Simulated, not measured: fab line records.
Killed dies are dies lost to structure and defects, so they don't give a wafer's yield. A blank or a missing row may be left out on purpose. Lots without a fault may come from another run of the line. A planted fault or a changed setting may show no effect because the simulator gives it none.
Lot-split experiment	flow n5_finfet	39 wafers read across 7 lots, on a route 1938 steps long

## THE SPLIT
At N5_GATE_CUT_ETCH_56 (etches TiN in Cl2/Ar, target depth 21.6 nm), the setting icp_w was moved away from the recipe's 600 W on 15 of the 39 wafers read, by -6.1% to +18.1%. The other wafers ran this setting at the recipe's value.

The reading is taken at the split's own step.

## THE READING
etch.depth_nm (the simulator's own value, which no gauge read), in nm, at N5_GATE_CUT_ETCH_56 (etches TiN in Cl2/Ar, target depth 21.6 nm). The file does not state a usual value for it. Here, 24 wafers ran the recipe; their average is 21.27 nm with a standard deviation of 0.7 nm.

wafer	tool, chamber at the split	icp_w as run, W	against the recipe	etch.depth_nm, nm	against lot-mates on the recipe
L074.1	rie_metal-03, 1	600	recipe	21.13	-
L074.2	rie_metal-03, 0	600	recipe	20.58	-
L074.3	rie_metal-03, 1	600	recipe	21.11	-
L074.4	rie_metal-03, 0	600	recipe	20.63	-
L074.5	rie_metal-03, 0	600	recipe	20.48	-
L074.6	rie_metal-03, 1	600	recipe	21.32	-
L075.1	rie_metal-01, 0	600	recipe	21.14	-
L075.2	rie_metal-01, 1	600	recipe	21.98	-
L075.3	rie_metal-01, 1	564.4	-5.9%	21	-0.43
L075.4	rie_metal-01, 0	564.4	-5.9%	20.14	-1.29
L075.5	rie_metal-01, 1	564.4	-5.9%	21.13	-0.30
L075.6	rie_metal-01, 0	600	recipe	21.17	-
L078.1	rie_metal-03, 1	600	recipe	21.04	-
L078.2	rie_metal-03, 0	563.4	-6.1%	19.23	-1.59
L078.3	rie_metal-03, 0	600	recipe	20.42	-
L078.4	rie_metal-03, 1	600	recipe	21	-
L078.5	rie_metal-03, 0	563.4	-6.1%	19.43	-1.39
L078.6	rie_metal-03, 1	563.4	-6.1%	19.78	-1.04
L079.1	rie_metal-02, 0	634.5	+5.8%	23.75	+1.12
L079.2	rie_metal-02, 0	600	recipe	22.58	-
L079.3	rie_metal-02, 0	600	recipe	22.5	-
L079.4	rie_metal-02, 0	634.5	+5.8%	23.69	+1.06
L079.5	rie_metal-02, 0	634.5	+5.8%	23.5	+0.87
L079.6	rie_metal-02, 0	600	recipe	22.8	-
L082.1	rie_metal-01, 0	600	recipe	21.06	-
L082.2	rie_metal-01, 1	600	recipe	21.96	-
L082.3	rie_metal-01, 1	600	recipe	21.83	-
L082.4	rie_metal-01, 0	708.6	+18.1%	24.31	+2.69
L082.5	rie_metal-01, 0	708.6	+18.1%	24.42	+2.80
L082.6	rie_metal-01, 1	708.6	+18.1%	25.4	+3.78
L084.1	rie_metal-01, 1	600	recipe	22.06	-
L084.2	rie_metal-01, 0	600	recipe	21.19	-
L084.3	rie_metal-01, 1	644.1	+7.4%	23.36	+1.91
L084.4	rie_metal-01, 0	600	recipe	21.09	-
L084.5	rie_metal-01, 0	644.1	+7.4%	22.51	+1.06
L084.6	rie_metal-01, 1	644.1	+7.4%	23.68	+2.23
L093.1	rie_metal-03, 0	600	recipe	20.32	-
L093.2	rie_metal-03, 1	600	recipe	20.85	-
L093.6	rie_metal-03, 0	600	recipe	20.35	-

THE FIT
A straight line over all 39 wafers: etch.depth_nm changes by +0.209 nm for each +1% of icp_w; r = +0.86; the points scatter about the line by 0.75 nm.
The same after taking each lot's own level away (the mean of its wafers on the recipe; 39 wafers): +0.177 nm for each +1%; r = +0.94; scatter 0.4 nm.
On that fit, the largest move of icp_w shifts the reading by 3.2 nm.
From 20.507 to 22.627 nm: that is the span of the lots' own levels, equal to 3.0 times the standard deviation above.
Hence the slope depends on the lot-to-lot level, as the two fits are not the same.
Check: with one of the wafers moved furthest among these (+18.1%) left out of the fit, the line predicts +3.39 nm for it against its lot-mates. Against them it came out at +2.69 nm.

## THE OTHER SPLITS THESE WAFERS WENT THROUGH
These wafers also went through other splits before the reading. Each is held against what the fit with the lots' levels taken away leaves over:
other split on the same wafers	wafers away from the commonest value	r with etch.depth_nm (lot level and that fit taken away)
N5_DUMMY_GATE_EXPOSE_12 dose_mj	15	+0.09
N5_DUMMY_GATE_ETCH_31 target_depth_a	15	+0.14
N5_HKMG_FIN_ETCH_31 bias_w	15	-0.06

## THE FILE'S OWN FIT
etch.depth_nm changes by +0.178 nm for each +1% of icp_w, r = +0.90.
